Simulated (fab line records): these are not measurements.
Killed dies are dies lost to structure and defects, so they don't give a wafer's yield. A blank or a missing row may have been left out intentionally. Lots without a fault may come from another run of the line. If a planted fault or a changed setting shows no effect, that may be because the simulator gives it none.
Split-lot experiment :: flow n5_finfet :: 39 wafers read across 7 lots, on a route 1938 steps long

== ABOUT THE SPLIT ==
At N5_PASSIVATION_ETCH_54 (etches SiO2 in CHF3/O2, target depth 880 nm, time 440 s), the setting target_depth_a was moved away from the recipe's 8800 angstrom on 12 of the 39 wafers read, by -34.4% to +46.9%. This setting was run at the recipe's value on the other wafers.

The reading comes from the split's own step.

== THE READING ==
etch.depth_nm (the simulator's own value, which no gauge read), in nm, at N5_PASSIVATION_ETCH_54 (etches SiO2 in CHF3/O2, target depth 880 nm, time 440 s). There is no usual value for it anywhere in the file. Here, 27 wafers ran the recipe; their average is 878.3 nm with a standard deviation of 15 nm.

wafer: L074.1
tool, chamber at the split: rie_diel-01, 1
target_depth_a as run, angstrom: 8800
against the recipe: recipe
etch.depth_nm, nm: 870.3
against lot-mates on the recipe: -

wafer: L074.2
tool, chamber at the split: rie_diel-01, 3
target_depth_a as run, angstrom: 8800
against the recipe: recipe
etch.depth_nm, nm: 877.2
against lot-mates on the recipe: -

wafer: L074.6
tool, chamber at the split: rie_diel-01, 3
target_depth_a as run, angstrom: 8800
against the recipe: recipe
etch.depth_nm, nm: 879.4
against lot-mates on the recipe: -

wafer: L075.1
tool, chamber at the split: rie_diel-01, 0
target_depth_a as run, angstrom: 8800
against the recipe: recipe
etch.depth_nm, nm: 899.4
against lot-mates on the recipe: -

wafer: L075.2
tool, chamber at the split: rie_diel-01, 3
target_depth_a as run, angstrom: 8800
against the recipe: recipe
etch.depth_nm, nm: 877.4
against lot-mates on the recipe: -

wafer: L075.3
tool, chamber at the split: rie_diel-01, 1
target_depth_a as run, angstrom: 8800
against the recipe: recipe
etch.depth_nm, nm: 868
against lot-mates on the recipe: -

wafer: L075.4
tool, chamber at the split: rie_diel-01, 2
target_depth_a as run, angstrom: 8800
against the recipe: recipe
etch.depth_nm, nm: 871.4
against lot-mates on the recipe: -

wafer: L075.5
tool, chamber at the split: rie_diel-01, 0
target_depth_a as run, angstrom: 8800
against the recipe: recipe
etch.depth_nm, nm: 894.1
against lot-mates on the recipe: -

wafer: L075.6
tool, chamber at the split: rie_diel-01, 3
target_depth_a as run, angstrom: 8800
against the recipe: recipe
etch.depth_nm, nm: 877.7
against lot-mates on the recipe: -

wafer: L080.1
tool, chamber at the split: rie_diel-01, 0
target_depth_a as run, angstrom: 8800
against the recipe: recipe
etch.depth_nm, nm: 908.6
against lot-mates on the recipe: -

wafer: L080.2
tool, chamber at the split: rie_diel-01, 2
target_depth_a as run, angstrom: 8800
against the recipe: recipe
etch.depth_nm, nm: 882.8
against lot-mates on the recipe: -

wafer: L080.3
tool, chamber at the split: rie_diel-01, 3
target_depth_a as run, angstrom: 8800
against the recipe: recipe
etch.depth_nm, nm: 885.5
against lot-mates on the recipe: -

wafer: L080.4
tool, chamber at the split: rie_diel-01, 1
target_depth_a as run, angstrom: 8800
against the recipe: recipe
etch.depth_nm, nm: 879.9
against lot-mates on the recipe: -

wafer: L080.5
tool, chamber at the split: rie_diel-01, 2
target_depth_a as run, angstrom: 8800
against the recipe: recipe
etch.depth_nm, nm: 882.5
against lot-mates on the recipe: -

wafer: L080.6
tool, chamber at the split: rie_diel-01, 3
target_depth_a as run, angstrom: 8800
against the recipe: recipe
etch.depth_nm, nm: 886.9
against lot-mates on the recipe: -

wafer: L086.1
tool, chamber at the split: rie_diel-01, 3
target_depth_a as run, angstrom: 8800
against the recipe: recipe
etch.depth_nm, nm: 867.4
against lot-mates on the recipe: -

wafer: L086.2
tool, chamber at the split: rie_diel-01, 0
target_depth_a as run, angstrom: 8800
against the recipe: recipe
etch.depth_nm, nm: 890.4
against lot-mates on the recipe: -

wafer: L086.3
tool, chamber at the split: rie_diel-01, 1
target_depth_a as run, angstrom: 6722
against the recipe: -23.6%
etch.depth_nm, nm: 671.4
against lot-mates on the recipe: -205.1

wafer: L086.4
tool, chamber at the split: rie_diel-01, 2
target_depth_a as run, angstrom: 6722
against the recipe: -23.6%
etch.depth_nm, nm: 663.4
against lot-mates on the recipe: -213.1

wafer: L086.5
tool, chamber at the split: rie_diel-01, 1
target_depth_a as run, angstrom: 8800
against the recipe: recipe
etch.depth_nm, nm: 871.8
against lot-mates on the recipe: -

wafer: L086.6
tool, chamber at the split: rie_diel-01, 2
target_depth_a as run, angstrom: 6722
against the recipe: -23.6%
etch.depth_nm, nm: 656.9
against lot-mates on the recipe: -219.6

wafer: L084.1
tool, chamber at the split: rie_diel-01, 0
target_depth_a as run, angstrom: 12930
against the recipe: +46.9%
etch.depth_nm, nm: 1302
against lot-mates on the recipe: +417.4

wafer: L084.2
tool, chamber at the split: rie_diel-01, 2
target_depth_a as run, angstrom: 12930
against the recipe: +46.9%
etch.depth_nm, nm: 1274
against lot-mates on the recipe: +389.4

wafer: L084.3
tool, chamber at the split: rie_diel-01, 1
target_depth_a as run, angstrom: 8800
against the recipe: recipe
etch.depth_nm, nm: 883.2
against lot-mates on the recipe: -

wafer: L084.4
tool, chamber at the split: rie_diel-01, 3
target_depth_a as run, angstrom: 8800
against the recipe: recipe
etch.depth_nm, nm: 876.8
against lot-mates on the recipe: -

wafer: L084.5
tool, chamber at the split: rie_diel-01, 0
target_depth_a as run, angstrom: 8800
against the recipe: recipe
etch.depth_nm, nm: 893.8
against lot-mates on the recipe: -

wafer: L084.6
tool, chamber at the split: rie_diel-01, 3
target_depth_a as run, angstrom: 12930
against the recipe: +46.9%
etch.depth_nm, nm: 1284
against lot-mates on the recipe: +399.4

wafer: L088.1
tool, chamber at the split: rie_diel-01, 0
target_depth_a as run, angstrom: 5769
against the recipe: -34.4%
etch.depth_nm, nm: 580.8
against lot-mates on the recipe: -294.6

wafer: L088.2
tool, chamber at the split: rie_diel-01, 3
target_depth_a as run, angstrom: 5769
against the recipe: -34.4%
etch.depth_nm, nm: 584.2
against lot-mates on the recipe: -291.2

wafer: L088.3
tool, chamber at the split: rie_diel-01, 1
target_depth_a as run, angstrom: 8800
against the recipe: recipe
etch.depth_nm, nm: 879.2
against lot-mates on the recipe: -

wafer: L088.4
tool, chamber at the split: rie_diel-01, 2
target_depth_a as run, angstrom: 8800
against the recipe: recipe
etch.depth_nm, nm: 864.6
against lot-mates on the recipe: -

wafer: L088.5
tool, chamber at the split: rie_diel-01, 1
target_depth_a as run, angstrom: 5769
against the recipe: -34.4%
etch.depth_nm, nm: 571.3
against lot-mates on the recipe: -304.1

wafer: L088.6
tool, chamber at the split: rie_diel-01, 0
target_depth_a as run, angstrom: 8800
against the recipe: recipe
etch.depth_nm, nm: 882.5
against lot-mates on the recipe: -

wafer: L090.1
tool, chamber at the split: rie_diel-02, 1
target_depth_a as run, angstrom: 8800
against the recipe: recipe
etch.depth_nm, nm: 867.6
against lot-mates on the recipe: -

wafer: L090.2
tool, chamber at the split: rie_diel-02, 0
target_depth_a as run, angstrom: 12210
against the recipe: +38.7%
etch.depth_nm, nm: 1210
against lot-mates on the recipe: +355.9

wafer: L090.3
tool, chamber at the split: rie_diel-02, 3
target_depth_a as run, angstrom: 8800
against the recipe: recipe
etch.depth_nm, nm: 876
against lot-mates on the recipe: -

wafer: L090.4
tool, chamber at the split: rie_diel-02, 2
target_depth_a as run, angstrom: 8800
against the recipe: recipe
etch.depth_nm, nm: 818.6
against lot-mates on the recipe: -

wafer: L090.5
tool, chamber at the split: rie_diel-02, 1
target_depth_a as run, angstrom: 12210
against the recipe: +38.7%
etch.depth_nm, nm: 1212
against lot-mates on the recipe: +357.9

wafer: L090.6
tool, chamber at the split: rie_diel-02, 2
target_depth_a as run, angstrom: 12210
against the recipe: +38.7%
etch.depth_nm, nm: 1143
against lot-mates on the recipe: +288.9

FIT RESULTS
A straight line over all 39 wafers: etch.depth_nm changes by +8.56 nm for each +1% of target_depth_a; r = +0.99; the points scatter about the line by 18 nm.
The same after taking each lot's own level away (the mean of its wafers on the recipe; 39 wafers): +8.64 nm for each +1%; r = +1.00; scatter 15 nm.
On that fit, the largest move of target_depth_a shifts the reading by 4.1e+02 nm.
Across the lots, their own levels run from 854.07 to 887.70 nm, a range of 2.2 times the standard deviation given above.
Hence the lot-to-lot level has little effect on the slope; both slopes agree.
Check: with one of the wafers moved furthest among these (+46.9%) left out of the fit, the line predicts +402 nm for it against its lot-mates. Against them it came out at +417 nm.

== THESE WAFERS: OTHER SPLITS ==
Before the reading, these wafers also passed through other splits. Each is held against what the fit with the lots' levels taken away leaves over:
other split on the same wafers: N5_BEOL_M5_TRENCH_ETCH_37 target_depth_a
wafers away from the commonest value: 15
r with etch.depth_nm (lot level and that fit taken away): +0.14

other split on the same wafers: N5_BEOL_M7_ILD_DEP_00 target_thk_a
wafers away from the commonest value: 18
r with etch.depth_nm (lot level and that fit taken away): +0.13

other split on the same wafers: N5_BEOL_M14_ETCH_68 target_depth_a
wafers away from the commonest value: 15
r with etch.depth_nm (lot level and that fit taken away): -0.09

== THE WHOLE CHAIN: every reading that the file lists as answering this split, in the file's order ==
step: N5_PASSIVATION_ETCH_54
what it does: etches SiO2 in CHF3/O2, target depth 880 nm, time 440 s
reading: PASSIVATION.feature_depth_nm (the simulator's own value, which no gauge read)
change (the file's fit): +8.64 nm for each +1% of the setting
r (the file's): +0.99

step: N5_PASSIVATION_ETCH_54
what it does: etches SiO2 in CHF3/O2, target depth 880 nm, time 440 s
reading: etch.depth_nm (the simulator's own value, which no gauge read)
change (the file's fit): +8.64 nm for each +1% of the setting
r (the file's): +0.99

== THE FILE'S OWN FIT ==
etch.depth_nm changes by +8.64 nm for each +1% of target_depth_a, r = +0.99.
